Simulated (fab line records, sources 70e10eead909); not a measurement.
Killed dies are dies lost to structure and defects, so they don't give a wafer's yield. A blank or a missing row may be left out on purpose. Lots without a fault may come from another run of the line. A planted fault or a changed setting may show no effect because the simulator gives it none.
fab line records | flow nand_harc | part 2 of 2: steps 24 to 33 of 33
record lots=5 wafers=15 last_day=24
route steps=1159 shown A_STAIRCASE@676
lots that met no fault: from a run of the same line without faults
start_h: hours from the record's first day to the start of the lot's first wafer shown | wait_h: hours since the lot's step before | " the same as in the row above | L1.1+2: a row that stands for several wafers | - no value, or no start given | * or withheld: withheld | < > ~ a bound
route shown NAME@n: a module of which the file shows steps, and the number in the route of the first | usual: mean/standard deviation of fault-free wafers | same: alike in all rows | chamber/n: place in a boat | sites: the reading at each site | _std_site: their standard deviation | _edge_site: outer sites' mean less inner sites' | radius_mm: how far each site lies from the wafer's centre | mask NAME#n: copy n | behind: the tool/chamber that last shaped the wafer | hold: why the lot was held/for how many hours/how that ended | device: the transistor (n, p or np) that didn't switch | end of line: the same wafers' tests at the end of the route | a step without rows: its recipe alone | killed: dies lost to structure and defects at the first sort, not the wafer's yield | map: a wafer's dies, x killed, . not, _ none there
set.NAME: the setting as run; set.NAME@STEP: as run at that earlier step | model.NAME: the simulator's own value behind a step, which no gauge read
lots at some steps of the route; a table a step, a row a wafer
services: from which hour (start_h, from the record's first day; less than 0 if before it) a tool's chamber was out of use, for how many hours, and why
## steps
# step NHARC_A_STAIRCASE_DEP_417
# recipe target_thk_a=600 step_coverage_pct=20 temp_c=400 target_thk_nm=60 flow_sccm=200 rf_w=450 material=Si3N4
# usual heater_power_w=707/77 showerhead_vpp_V=1326/63 susceptor_temp_C=399.96/0.21
# columns lot.wafer tool chamber start_h wait_h heater_power_w showerhead_vpp_V susceptor_temp_C
L075.2 pecvd-03 2 272.03 - 672 1322 400.00
L075.1 " 0 " " 785 1257 399.74
L075.5 " 1 " " 731 1294 399.71
L078.2 pecvd-01 1 285.93 - 686 1273 400.25
L078.1 " 0 " " 707 1393 399.87
L078.6 " 0 " " 681 1410 399.90
L079.3 pecvd-04 2 302.89 - 710 1272 399.63
L079.2 " 1 " " 591 1306 400.03
L079.4 " 1 " " 585 1283 400.10
L093.3 pecvd-01 0 375.98 - 739 1405 400.05
L093.4 " 0 " " 745 1395 400.00
L093.5 " 1 " " 687 1278 399.92
L095.3 pecvd-03 1 383.54 - 797 1273 400.01
L095.2 " 2 " " 717 1363 400.18
L095.6 " 1 " " 769 1291 400.08
# step NHARC_A_STAIRCASE_WET_418
# recipe temp_c=160 target_depth_a=200 chemistry=H3PO4
# columns lot.wafer tool chamber start_h wait_h
L075.1+2+5 wet_h3po4-02 0 275.09 -
L078.1+2+6 wet_h3po4-02 1 289.36 -
L079.2+3+4 wet_h3po4-02 0 304.76 -
L093.3+4+5 wet_h3po4-02 1 377.65 -
L095.2+3+6 wet_h3po4-01 1 386.56 -
# step NHARC_A_STAIRCASE_PRECLEAN_419
# recipe time_s=* temp_c=50 bath_age_min=0 chemistry=SC1
# usual diw_flow_mL_min=1415/4.2 sc1_h2o2_end_mol_l=0.3698/0.00066
# columns lot.wafer tool chamber start_h wait_h diw_flow_mL_min sc1_h2o2_end_mol_l
L075.1 wet_bench-01 2 275.67 0.0 1409 0.3695
L075.2 " 6 " " 1420 0.3708
L075.5 " 7 " " 1411 0.3689
L078.1 wet_bench-01 3 289.98 0.1 1413 0.3698
L078.6 " 5 " " 1418 0.3705
L078.2 " 7 " " 1413 0.3702
L079.3 wet_bench-06 0 305.33 0.0 1413 0.3705
L079.4 " 1 " " 1414 0.3701
L079.2 " 2 " " 1411 0.3686
L093.4 wet_bench-01 0 378.22 0.0 1414 0.3696
L093.5 " 1 " " 1410 0.3690
L093.3 " 2 " " 1414 0.3694
L095.2 wet_bench-06 7 387.14 0.0 1413 0.3701
L095.6 " 1 " " 1424 0.3686
L095.3 " 3 " " 1416 0.3686
# step NHARC_A_STAIRCASE_SRD_421
# columns lot.wafer tool chamber start_h wait_h
L075.1+2+5 wet_bench-01 2,6,7 - -
L078.1+6+2 wet_bench-01 3,5,7 - -
L079.3+4+2 wet_bench-06 0,1,2 - -
L093.4+5+3 wet_bench-01 0,1,2 - -
L095.2+6+3 wet_bench-06 7,1,3 - -
# step NHARC_A_STAIRCASE_ALD_420
# recipe target_thk_a=200 pulse_time_s=6 ald_cycles=200 temp_c=300 material=SiO2
# usual heater_power_w=470/26 precursor_pulse_height_rel=0.999/0.02 susceptor_temp_C=300.01/0.18
# columns lot.wafer tool chamber start_h wait_h heater_power_w precursor_pulse_height_rel susceptor_temp_C
L075.2 ald_hk-02 3 275.96 - 485 0.989 299.96
L075.1 " 0 " " 503 0.962 299.87
L075.5 " 3 " " 490 0.970 300.42
L078.1 ald_hk-04 3 290.29 - 485 0.986 299.84
L078.2 " 0 " " 472 0.991 299.80
L078.6 " 3 " " 485 0.969 299.90
L079.3 ald_hk-04 3 305.48 - 489 0.996 300.28
L079.2 " 0 " " 479 0.983 300.14
L079.4 " 2 " " 473 1.014 300.07
L093.3 ald_hk-02 2 378.35 - 463 1.012 300.04
L093.4 " 3 " " 462 0.990 300.13
L093.5 " 3 " " 456 0.992 300.03
L095.2 ald_hk-02 3 388.13 - 455 1.038 300.28
L095.3 " 0 " " 488 0.947 300.02
L095.6 " 3 " " 457 0.990 300.36
# step NHARC_A_STAIRCASE_CVD_552
# recipe target_thk_a=400 temp_c=700 pressure_mtorr=300 material=SiNx
# usual susceptor_temp_C=700.1/0.3 zone_power_top_pct=22.6/0.6
# columns lot.wafer tool chamber start_h wait_h susceptor_temp_C zone_power_top_pct
L075.1 lpcvd-01 1 - - 699.9 23.2
L075.2 " 1 " " 699.9 22.9
L075.5 " 1 " " 700.2 23.0
L078.1 lpcvd-02 1 - - 700.0 21.5
L078.2 " 1 " " 700.4 21.8
L078.6 " 1 " " 699.5 21.7
L079.2 lpcvd-02 0 - - 700.4 22.9
L079.3 " 0 " " 700.6 22.8
L079.4 " 0 " " 700.4 22.9
L093.3 lpcvd-01 1 - - 700.0 22.8
L093.4 " 1 " " 699.8 23.3
L093.5 " 1 " " 699.9 23.4
L095.2 lpcvd-01 1 - - 700.0 23.4
L095.3 " 1 " " 700.0 23.1
L095.6 " 1 " " 700.1 23.3
# step NHARC_A_STAIRCASE_DEP_151
# recipe target_thk_a=38000 temp_c=400 target_thk_nm=3800 teos_flow_sccm=200 rf_w=500 material=SiO2
# usual heater_power_w=630/82 susceptor_temp_C=400.00/0.22
# columns lot.wafer tool chamber start_h wait_h heater_power_w susceptor_temp_C
L075.2 pecvd-03 1 284.12 0.5 763 399.83
L075.1 " 2 " " 702 399.83
L075.5 " 0 " " 654 399.85
L078.1 pecvd-04 0 300.13 0.6 573 400.05
L078.2 " 1 " " 493 399.75
L078.6 " 0 " " 488 400.13
L079.2 pecvd-01 2 313.74 0.4 720 399.90
L079.3 " 1 " " 665 400.28
L079.4 " 0 " " 612 400.39
L093.3 pecvd-01 0 387.49 1.3 659 400.34
L093.4 " 2 " " 666 400.30
L093.5 " 1 " " 555 399.86
L095.2 pecvd-03 2 396.30 0.5 661 400.13
L095.3 " 0 " " 644 399.91
L095.6 " 1 " " 657 399.87
# step NHARC_A_STAIRCASE_ANNEAL_320
# recipe temp_c=750 time_s=1800
# usual zone_power_top_pct=25.43/0.29
# columns lot.wafer tool chamber start_h wait_h zone_power_top_pct
L075.1 furnace-04 0 291.01 - 26.00
L075.2 " 0 " " 25.50
L075.5 " 0 " " 25.46
L078.1 furnace-04 0 303.59 - 25.80
L078.2 " 0 " " 25.27
L078.6 " 0 " " 25.27
L079.2 furnace-06 0 320.68 - 24.78
L079.3 " 0 " " 25.35
L079.4 " 0 " " 25.33
L093.3 furnace-02 0 393.54 - 25.69
L093.4 " 0 " " 25.15
L093.5 " 0 " " 25.19
L095.2 furnace-04 0 399.89 - 25.53
L095.3 " 0 " " 25.17
L095.6 " 0 " " 25.64
# step NHARC_A_STAIRCASE_DEP_322
# recipe target_thk_a=38000 temp_c=400 target_thk_nm=3800 teos_flow_sccm=200 rf_w=500 material=SiO2
# usual heater_power_w=629/84 susceptor_temp_C=399.98/0.24
# columns lot.wafer tool chamber start_h wait_h heater_power_w susceptor_temp_C
L075.1 pecvd-04 2 294.51 0.1 697 399.99
L075.2 " 1 " " 591 399.88
L075.5 " 2 " " 580 399.74
L078.1 pecvd-01 0 306.95 0.1 726 399.69
L078.2 " 1 " " 670 400.00
L078.6 " 0 " " 609 399.96
L079.2 pecvd-03 1 324.21 0.2 674 399.98
L079.3 " 2 " " 678 399.73
L079.4 " 0 " " 613 400.00
L093.3 pecvd-03 0 397.13 0.3 731 400.23
L093.4 " 2 " " 614 400.08
L093.5 " 0 " " 636 400.34
L095.2 pecvd-04 2 403.37 0.2 735 400.22
L095.3 " 0 " " 576 400.46
L095.6 " 0 " " 476 399.98
# step NHARC_A_STAIRCASE_ANNEAL_323
# recipe temp_c=750 time_s=1800
# usual zone_power_top_pct=25.4/0.33
# columns lot.wafer tool chamber start_h wait_h zone_power_top_pct
L075.1 furnace-06 0 299.00 - 25.4
L075.2 " 0 " " 24.8
L075.5 " 0 " " 25.0
L078.1 furnace-02 0 311.43 - 25.3
L078.2 " 0 " " 25.8
L078.6 " 0 " " 25.5
L079.2 furnace-02 0 329.15 - 25.6
L079.3 " 0 " " 25.2
L079.4 " 0 " " 25.4
L093.3 furnace-06 0 401.43 - 25.2
L093.4 " 0 " " 24.6
L093.5 " 0 " " 25.1
L095.2 furnace-02 0 409.42 - 25.6
L095.3 " 0 " " 25.5
L095.6 " 0 " " 25.2
## services
# columns tool chamber start_h hours kind
krf_scanner-01 - 244.14 0.5 repair
krf_scanner-01 - 256.00 4.0 pm
wet_h3po4-01 - 264.17 6.1 repair
krf_scanner-01 - 265.42 0.4 repair
pecvd-01 - 268.94 0.7 repair
pecvd-04 2 284.55 7.7 repair
rie_diel-06 - 288.22 5.2 repair
wet_bench-09 - 288.80 8.0 pm
rie_diel-12 - 290.39 0.5 repair
pecvd-03 - 292.01 13.0 pm
krf_scanner-04 - 298.00 4.0 pm
rie_diel-08 - 301.82 9.0 pm
wet_bench-06 - 305.67 8.0 pm
wet_h3po4-02 - 308.40 2.2 repair
furnace-04 - 314.00 26.0 pm
lpcvd-01 - 317.02 26.0 pm
litho_track-02 - 340.00 7.0 pm
pecvd-03 - 357.30 1.9 repair
litho_track-07 - 364.00 7.0 pm
wet_h3po4-02 - 364.89 8.0 pm
ald_hk-04 - 365.39 10.0 pm
pecvd-04 - 376.13 13.0 pm
rie_diel-08 3 386.36 2.3 repair
wet_bench-01 - 389.60 8.0 pm
